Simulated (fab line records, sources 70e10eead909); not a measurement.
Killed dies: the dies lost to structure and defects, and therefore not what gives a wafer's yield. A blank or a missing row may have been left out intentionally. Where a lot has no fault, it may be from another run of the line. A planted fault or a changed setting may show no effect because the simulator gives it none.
Chamber matching / flow nand harc / rie diel-08 running NHARC_A_CONTACT_DESCUM_13: 4 sister chambers
The step chemistry O2, time 3 s. 8 wafers are shown with their chamber, then 10 later ones without.

== EACH WAFER AND ITS CHAMBER ==
wafer=L081.2; chamber=0; drypump motor current A (A)=5.7; showerhead plenum p Torr (Torr)=2.06
wafer=L081.3; chamber=1; drypump motor current A (A)=5.3; showerhead plenum p Torr (Torr)=1.95
wafer=L081.4; chamber=2; drypump motor current A (A)=4.8; showerhead plenum p Torr (Torr)=2.00
wafer=L088.1; chamber=3; drypump motor current A (A)=5.1; showerhead plenum p Torr (Torr)=1.82
wafer=L088.3; chamber=0; drypump motor current A (A)=5.7; showerhead plenum p Torr (Torr)=2.05
wafer=L088.6; chamber=3; drypump motor current A (A)=5.1; showerhead plenum p Torr (Torr)=1.82
wafer=L095.1; chamber=1; drypump motor current A (A)=5.4; showerhead plenum p Torr (Torr)=1.94
wafer=L095.4; chamber=2; drypump motor current A (A)=4.8; showerhead plenum p Torr (Torr)=1.99

== WAFERS MISSING THEIR CHAMBER ==
wafer=L095.5; drypump motor current A (A)=4.8; showerhead plenum p Torr (Torr)=1.99
wafer=L094.1; drypump motor current A (A)=5.4; showerhead plenum p Torr (Torr)=1.95
wafer=L094.2; drypump motor current A (A)=5.1; showerhead plenum p Torr (Torr)=1.82
wafer=L094.3; drypump motor current A (A)=5.7; showerhead plenum p Torr (Torr)=2.05
wafer=L093.3; drypump motor current A (A)=5.4; showerhead plenum p Torr (Torr)=1.94
wafer=L093.4; drypump motor current A (A)=4.9; showerhead plenum p Torr (Torr)=1.99
wafer=L093.6; drypump motor current A (A)=5.7; showerhead plenum p Torr (Torr)=2.05
wafer=L086.1; drypump motor current A (A)=5.7; showerhead plenum p Torr (Torr)=2.05
wafer=L086.2; drypump motor current A (A)=4.9; showerhead plenum p Torr (Torr)=1.99
wafer=L086.6; drypump motor current A (A)=5.4; showerhead plenum p Torr (Torr)=1.94

== CHAMBER TAKEN BY EACH ==
wafer=L095.5; from the rows above=2; in truth=2
wafer=L094.1; from the rows above=1; in truth=1
wafer=L094.2; from the rows above=3; in truth=3
wafer=L094.3; from the rows above=0; in truth=0
wafer=L093.3; from the rows above=1; in truth=1
wafer=L093.4; from the rows above=2; in truth=2
wafer=L093.6; from the rows above=0; in truth=0
wafer=L086.1; from the rows above=0; in truth=0
wafer=L086.2; from the rows above=2; in truth=2
wafer=L086.6; from the rows above=1; in truth=1
Placed correctly: 10 of 10. Number that these rows cannot place: 0. Wrongly placed: 0.
How it was worked out, from the rows above alone: a wafer's distance from a chamber is the root of the sum, over the readings, of the square of ((its reading less the chamber's mean) divided by the reading's scatter). If the next closest chamber is less than 2 further off than the closest, the wafer can't be placed; otherwise it belongs to the closest. The mean given for a chamber averages the wafers shown for that chamber. The scatter is the square root of a quotient: the sum, over the shown wafers, of each reading's squared deviation from its chamber's mean, divided by wafers minus chambers.
